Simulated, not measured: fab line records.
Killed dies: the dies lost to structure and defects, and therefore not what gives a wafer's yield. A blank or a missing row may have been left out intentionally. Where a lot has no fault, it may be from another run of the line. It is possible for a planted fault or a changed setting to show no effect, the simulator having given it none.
Which tool is to blame?	flow nand_harc	42 wafers from 14 lots sampled at 4 of the route's 1302 steps

WHAT THE GAUGES READ, wafer by wafer
The record holds no reading of a measuring or inspecting step that can be judged against a usual standard deviation.

EACH LOT AND THE TOOL THAT RAN IT (in order: tool; ch and the chambers of the sampled wafers; start)
lot	NHARC_A_SLIT_ETCH_24	NHARC_A_WL_FILL_ETCHBACK_04	NHARC_A_WL_FILL_ALD_10	NHARC_A_WL_FILL_ETCHBACK_17
L667	rie_diel-10 ch 0,1,2, day 20 20:32	rie_metal-01 ch 0,1, day 21 10:54	ald_hk-04 ch 2,3, day 21 22:23	rie_metal-01 ch 1, day 22 06:23
L666	rie_diel-03 ch 0,2,3, day 20 20:53	rie_metal-02 ch 0,1, day 21 10:56	ald_hk-01 ch 0,1,2, day 21 22:25	rie_metal-03 ch 0,1, day 22 03:14
L668	rie_diel-04 ch 1,2, day 21 18:55	rie_metal-02 ch 0,1, day 22 09:14	ald_hk-04 ch 2,3, day 22 17:27	rie_metal-03 ch 0,1, day 23 01:23
L669	rie_diel-04 ch 0,2,3, day 22 14:19	rie_metal-02 ch 0,1, day 23 04:34	ald_hk-01 ch 1,3, day 23 12:13	rie_metal-01 ch 0,1, day 23 16:33
L670	rie_diel-03 ch 0,1, day 23 07:16	rie_metal-02 ch 1, day 23 21:31	ald_hk-02 ch 2,3, day 24 03:26	rie_metal-01 ch 1, day 24 08:14
L673	rie_diel-03 ch 1,2,3, day 24 13:32	rie_metal-03 ch 0,1, day 25 03:52	ald_hk-01 ch 1,2,3, day 25 09:31	rie_metal-02 ch 0,1, day 25 14:25
L674	rie_diel-04 ch 0,1,2, day 24 13:42	rie_metal-02 ch 0,1, day 25 03:44	ald_hk-04 ch 0,2,3, day 25 10:02	rie_metal-03 ch 0,1, day 25 14:21
L672	rie_diel-04 ch 0,2, day 24 17:15	rie_metal-03 ch 1, day 25 07:32	ald_hk-01 ch 1,2,3, day 25 12:47	rie_metal-02 ch 0, day 25 17:37
L676	rie_diel-03 ch 2,3, day 24 17:28	rie_metal-02 ch 0,1, day 25 07:42	ald_hk-02 ch 0,1, day 25 13:17	rie_metal-03 ch 0,1, day 25 17:36
L677	rie_diel-03 ch 0,1,3, day 25 12:13	rie_metal-03 ch 0,1, day 26 04:04	ald_hk-01 ch 1,3, day 26 09:41	rie_metal-02 ch 0,1, day 26 14:34
L678	rie_diel-03 ch 0,1, day 25 13:11	rie_metal-01 ch 0,1, day 26 08:02	ald_hk-02 ch 0,3, day 26 13:16	rie_metal-01 ch 0,1, day 26 18:10
L680	rie_diel-04 ch 0,3, day 27 00:13	rie_metal-03 ch 0,1, day 27 14:26	ald_hk-04 ch 0,3, day 27 20:11	rie_metal-03 ch 0,1, day 28 01:01
L683	rie_diel-10 ch 1,2, day 27 23:10	rie_metal-01 ch 0,1, day 28 13:58	ald_hk-01 ch 0,1,2, day 28 22:33	rie_metal-03 ch 0,1, day 29 02:20
L685	rie_diel-03 ch 1,2,3, day 28 09:02	rie_metal-02 ch 0,1, day 29 01:35	ald_hk-04 ch 0,1,3, day 29 08:34	rie_metal-02 ch 0,1, day 29 13:28
- NHARC_A_SLIT_ETCH_24: etches the open film in CF4/CHF3, target depth 121 nm, time 60.5 s.
- NHARC_A_WL_FILL_ETCHBACK_04: etches the open film in NF3, target depth 60 nm, time 120 s.
- NHARC_A_WL_FILL_ALD_10: deposits SiO2, target thk 50 nm, pulse time 10 s, ald cycles 500.
- NHARC_A_WL_FILL_ETCHBACK_17: etches the open film in Cl2/BCl3, target depth 4 nm, time 26.7 s.

AS READ BY THE TOOLS THEMSELVES (means over the sampled wafers that have a number; for cases with no such wafer, the mark the record gives instead)
NHARC_A_SLIT_ETCH_24. Usual: drypump_motor_current_A 5.8 A, standard deviation 0.36; oes_product_au 0.959 a.u., standard deviation 0.019; rf_vpp_V 371.0 V, standard deviation 2.1; showerhead_plenum_p_Torr 1.59 Torr, standard deviation 0.06; throttle_valve_pct 16.804 %, standard deviation 0.0091.
lot	tool	drypump_motor_current_A (A)	oes_product_au (a.u.)	rf_vpp_V (V)	showerhead_plenum_p_Torr (Torr)	throttle_valve_pct (%)	flag
L667	rie_diel-10	5.6	0.960	372.0	1.63	16.800	
L666	rie_diel-03	5.8	0.975	370.2	1.56	16.805	
L668	rie_diel-04	5.7	0.966	372.1	1.62	16.813	
L669	rie_diel-04	5.9	0.952	371.1	1.59	16.804	
L670	rie_diel-03	5.7	0.976	370.5	1.60	16.812	
L673	rie_diel-03	5.6	0.930	369.0	1.52	16.801	
L674	rie_diel-04	5.8	0.919	371.3	1.60	16.802	
L672	rie_diel-04	5.9	0.956	370.0	1.57	16.802	
L676	rie_diel-03	5.6	0.960	369.9	1.54	16.806	
L677	rie_diel-03	5.5	0.974	370.0	1.58	16.799	
L678	rie_diel-03	5.7	0.978	371.3	1.60	16.812	
L680	rie_diel-04	6.1	0.968	371.6	1.59	16.798	
L683	rie_diel-10	5.7	0.981	373.8	1.66	16.806	
L685	rie_diel-03	5.6	0.969	369.1	1.52	16.804	

NHARC_A_WL_FILL_ETCHBACK_04. Usual: drypump_motor_current_A 5.76 A, standard deviation 0.13; oes_product_au 0.998 a.u., standard deviation 0.013; run_length_s 141.3 s, standard deviation 0.53.
lot	tool	drypump_motor_current_A (A)	oes_product_au (a.u.)	run_length_s (s)	flag
L667	rie_metal-01	5.90	0.993	141.1	
L666	rie_metal-02	5.77	1.004	141.6	
L668	rie_metal-02	5.74	1.011	141.6	
L669	rie_metal-02	5.74	1.007	141.8	
L670	rie_metal-02	5.80	0.996	140.9	
L673	rie_metal-03	5.61	0.982	141.4	
L674	rie_metal-02	5.74	1.014	141.8	
L672	rie_metal-03	5.64	0.998	141.2	
L676	rie_metal-02	5.76	1.007	140.9	
L677	rie_metal-03	5.62	0.997	141.1	
L678	rie_metal-01	5.94	0.999	141.0	
L680	rie_metal-03	5.60	0.990	141.5	
L683	rie_metal-01	5.91	0.993	141.2	
L685	rie_metal-02	5.75	1.018	141.5	

NHARC_A_WL_FILL_ALD_10. Usual: heater_power_w 460 W, standard deviation 48; precursor_pulse_height_rel 0.998, standard deviation 0.019.
lot	tool	heater_power_w (W)	precursor_pulse_height_rel	flag
L667	ald_hk-04	482	0.992	
L666	ald_hk-01	416	1.009	
L668	ald_hk-04	471	1.004	
L669	ald_hk-01	412	0.988	
L670	ald_hk-02	497	0.992	
L673	ald_hk-01	396	1.003	
L674	ald_hk-04	482	0.983	
L672	ald_hk-01	402	0.998	
L676	ald_hk-02	506	0.988	
L677	ald_hk-01	427	1.011	
L678	ald_hk-02	425	1.002	
L680	ald_hk-04	493	0.989	
L683	ald_hk-01	414	1.009	
L685	ald_hk-04	481	0.986	

NHARC_A_WL_FILL_ETCHBACK_17. Usual: drypump_motor_current_A 5.75 A, standard deviation 0.14; oes_product_au 0.998 a.u., standard deviation 0.012; run_length_s 48.0 s, standard deviation 0.48.
lot	tool	drypump_motor_current_A (A)	oes_product_au (a.u.)	run_length_s (s)	flag
L667	rie_metal-01	5.98	1.002	47.8	
L666	rie_metal-03	5.62	1.001	47.9	
L668	rie_metal-03	5.63	0.986	48.2	
L669	rie_metal-01	5.90	0.984	47.8	
L670	rie_metal-01	5.96	0.998	47.7	
L673	rie_metal-02	5.79	1.009	47.7	
L674	rie_metal-03	5.61	0.993	48.2	
L672	rie_metal-02	5.70	1.010	48.9	
L676	rie_metal-03	5.62	1.002	48.0	
L677	rie_metal-02	5.77	1.007	47.8	
L678	rie_metal-01	5.95	0.997	48.1	
L680	rie_metal-03	5.62	0.995	39.4	OFF
L683	rie_metal-03	5.62	0.990	39.7	OFF
L685	rie_metal-02	5.74	1.013	48.3	

THE ANSWER, worked out from the rows above alone
Rule: a lot is off if the mean of its wafers that have a number lies more than 3 standard deviations from the usual mean. Also off: a lot with no number at a reading for which 4 or more lots have one. Where the step has rows for the other lots, those lots are counted as sound. First the gauges in route order, then the tools' own readings, where a lot's mean is used as printed above. The first step at which some lot is off is used, and at that step the reading that is off furthest; a lot without a number counts as furthest.
Off at NHARC_A_WL_FILL_ETCHBACK_17 (run_length_s): L680, L683.
If a tool, at that step or one of the process steps before it, ran each lot that is off and ran no sound lot following the first of them, it fits. One fits: NHARC_A_WL_FILL_ETCHBACK_17 on rie_metal-03. Its last sound lot is L676 (day 25 17:36), its first lot that is off L680 (day 28 01:01): a fault that began between those two fits.
The tool's own readings at NHARC_A_WL_FILL_ETCHBACK_17 bear it out: on the lots that are off they differ by more than 5 times the standard deviation of the sound lots' means. run_length_s reads 39.5 s there against 48.0 s on the sound lots.

WHAT THE SIMULATOR PUT IN
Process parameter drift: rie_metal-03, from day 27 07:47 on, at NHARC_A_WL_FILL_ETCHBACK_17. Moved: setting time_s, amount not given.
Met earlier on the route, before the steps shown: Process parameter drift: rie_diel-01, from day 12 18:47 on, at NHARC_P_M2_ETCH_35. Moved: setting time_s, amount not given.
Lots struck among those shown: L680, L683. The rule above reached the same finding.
